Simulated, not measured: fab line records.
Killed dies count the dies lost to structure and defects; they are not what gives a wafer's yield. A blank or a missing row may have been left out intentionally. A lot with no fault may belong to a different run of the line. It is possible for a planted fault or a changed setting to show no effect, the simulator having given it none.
A single fault, viewed from 3 desks ; flow n5 finfet ; each desk has only its own numbers; what lay behind them comes last
Where a reading is given only as a bound, like >300, the bound stands for it, and a mean or a difference that rests on one is marked > or <: the true number lies beyond.

## THE DEFECT DESK
Inspection counts along the route, by lot: the mean over sampled wafers that carry a number. A lot is out of limits, marked OUT, if its mean lies more than 4 standard deviations from the usual mean; the brackets give that distance.
Columns: A = raw defect count at N5_ZERO_LAYER_INSPECT_20, usual 43; B = raw defect count at N5_WELL_APT_INSPECT_10, usual 2.0; C = raw defect count at N5_WELL_APT_INSPECT_38, usual 13
lot;first seen here;A;B;C
L626;day 2 01:49;44;2.7;13
L628;day 2 13:32;28;2.3;9
L631;day 3 07:23;58;2.3;10
L633;day 3 19:23;331 (+14) OUT;>200 (+99 or more) OUT;324 (+62) OUT
L641;day 5 19:23;77;2.0;11
L642;day 6 01:20;54;2.0;13
L644;day 6 13:18;36;1.7;8
L645;day 6 19:17;49;1.0;10
L646;day 7 01:26;48;0.7;19
L647;day 7 07:23;39;4.3;16
This desk finds L633 out of limits, L633 being first, at day 3 19:23 (raw defect count at N5_ZERO_LAYER_INSPECT_20). L626, L628, L631, L641, L642, L644, L645, L646, L647: within limits.

## DESK OF THE TOOL OWNER: rie diel-02
The tool's own readings at N5_ZERO_LAYER_ETCH_17 (etches SiO2 in CF4, target depth 12 nm, time 13.3 s): means of the sampled wafers that have a number, for each lot that ran on this tool. A lot is out of limits, marked OUT, if its mean lies more than 4 standard deviations from the usual mean; the brackets give that distance.
Columns: A = drypump motor current A at N5_ZERO_LAYER_ETCH_17, usual 5.7 A; B = oes product au at N5_ZERO_LAYER_ETCH_17, usual 0.79 a.u.; C = rf vpp V at N5_ZERO_LAYER_ETCH_17, usual 948 V; D = showerhead plenum p Torr at N5_ZERO_LAYER_ETCH_17, usual 2.14 Torr; E = throttle valve pct at N5_ZERO_LAYER_ETCH_17, usual 15.55 %
lot;first seen here;A;B;C;D;E
L628;day 2 12:56;5.8;0.72;950;2.16;15.75
L633;day 3 18:51;5.8;0.73;949;2.16;15.66
L645;day 6 18:44;5.7;0.80;951;2.17;15.63
Finding of this desk: none of the 3 lots has anything out of limits.

## METROLOGY DESK
What the gauges read, lot by lot, whatever tool the lot ran on: means of the sampled wafers that have a number. A lot is out of limits, marked OUT, if its mean lies more than 4 standard deviations from the usual mean; the brackets give that distance.
Columns: A = cd nm at N5_WELL_APT_CD_MEAS_08, usual 200.0 nm; B = PMOS_HMC_BLK_OVL at N5_PMOS_HMC_CHANNEL_EPI_OVL_MEAS_10, usual -0.4 nm
lot;first seen here;A;B
L626;day 2 02:07;199.9;0.1
L628;day 2 13:50;201.4;-0.4
L631;day 3 07:49;200.6;-0.0
L633;day 3 19:49;201.8;-1.9
L641;day 5 19:49;198.7;-0.8
L642;day 6 01:46;201.4;-0.6
L644;day 6 13:43;200.8;-0.4
L645;day 6 19:43;199.2;-1.1
L646;day 7 01:52;199.7;-1.1
L647;day 7 07:41;200.4;-1.2
Finding of this desk: none of the 10 lots has anything out of limits.

## ALL TOGETHER
The defect desk could have raised an alarm at day 3 19:23, on L633.
Nothing out of limits was seen by the tool owner's desk.
The metrology desk saw nothing out of limits.
Tool owner's desk: L633 on record, inside its limits.
The metrology desk has L633 on record, within its limits.
The lots listed all ran N5_ZERO_LAYER_ETCH_17 on rie diel-02.

## WHAT WAS PUT IN BY THE SIMULATOR
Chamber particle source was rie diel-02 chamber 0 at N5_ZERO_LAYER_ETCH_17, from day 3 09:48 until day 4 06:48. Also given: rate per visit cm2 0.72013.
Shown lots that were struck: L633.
Hours from the fault's start to each desk's first reading out of limits: the defect desk, 10.
